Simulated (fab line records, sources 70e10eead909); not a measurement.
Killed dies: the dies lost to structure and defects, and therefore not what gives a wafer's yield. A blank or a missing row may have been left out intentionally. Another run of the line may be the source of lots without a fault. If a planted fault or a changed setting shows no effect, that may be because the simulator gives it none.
Problem report, 8D (eight disciplines) form, completed by code | flow nand-harc | the parts of the form that need people (team, actions taken, sign-off) are left out

1. THE ISSUE
thk-nm at NHARC_A_ONON_D2_THK_MEAS_05 reads a mean of 697 nm on 6 wafers of 2 lots; wafers without a fault read 1001 nm with a standard deviation of 11. Relative to the usual mean, that is a shift of -28 standard deviations.
The step: measures by ellipsometry.
Earliest sighting: wafer L860.1 on film-metro-02 at day 15 11:46. The record holds 42 wafers of 14 lots with a number at this step. The rule behind "out" and "out of limits": a value lying over 4 standard deviations away from the usual mean. All remaining wafers that have a number are taken as sound.

2. WHAT IT IS, WHAT IT ISN'T
question                    | is                     | is not
which readings at this step | thk-nm                 | -
which lots                  | L860, L862             | L852, L853, L854, L855, L857, L866, L868, L869, L870, L871, L872, L873
which wafers of those lots  | all that have a number | -
read on which gauges        | film-metro-02          | film-metro-01
when                        | from day 15 11:46      | up to then (15 sound wafers); but 21 sound wafers of L866, L868, L869, L870, L871, L872, L873 came after

3. WHAT RULES OUT EACH SUSPECT
Counting: any tool at a process step up to the reading is kept as a suspect provided that every lot that is out went through it and no sound lot did after the first of them.
- the gauge at NHARC_A_ONON_D2_THK_MEAS_05: ruled out. All the wafers that are out were read on film-metro-02, but those of them that NHARC_END_SORT_01 has rows for are out there too, on other tools.
- pecvd-onon-04 at NHARC_A_ONON_D2_DEP_03 (target thk 1000 nm): ruled out as a lasting fault. Sound lots L870 ran on it after its first lot that is out, L860 (day 15 11:14).
Left after counting: nothing in the record.

4. THE CAUSE (what the simulator had put in)
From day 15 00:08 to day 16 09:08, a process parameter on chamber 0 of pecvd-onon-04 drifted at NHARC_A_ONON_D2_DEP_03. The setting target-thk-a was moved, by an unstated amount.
Counting ruled it out, wrongly: the rule takes a fault to strike every lot that its tool runs from its start on, and this one did not.

5. SEQUENCE OF EFFECTS, ordered by route
Rows list readings where the struck wafers' mean (over those with a number) sits beyond 3 standard deviations from the usual. Scope: only readings with a usual standard deviation given in the record; hours: median across lots of the time from each lot's start at the first step in this table that gives one to its start at this step; sigmas: change in usual standard deviations.
hours | step                        | reading         | usual   | on struck wafers | change | sigmas
0     | NHARC_A_ONON_D2_THK_MEAS_05 | thk-nm          | 1001 nm | 697              | -304   | -28
287   | NHARC_END_SORT_01           | killed-at-array | 58      | 671              | +613   | +31
287   | NHARC_END_SORT_01           | killed-dies     | 63      | 677              | +614   | +31

6. WHAT WOULD HAVE CAUGHT IT SOONER
12 hours passed between the start of the fault at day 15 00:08 and the first reading out of limits at a measuring or inspecting step in this record, taken at day 15 11:46.
No tool reading at NHARC_A_ONON_D2_DEP_03 that has a usual standard deviation in the record was out on any struck wafer, so an alarm limit of 4 standard deviations on those readings would not have fired.
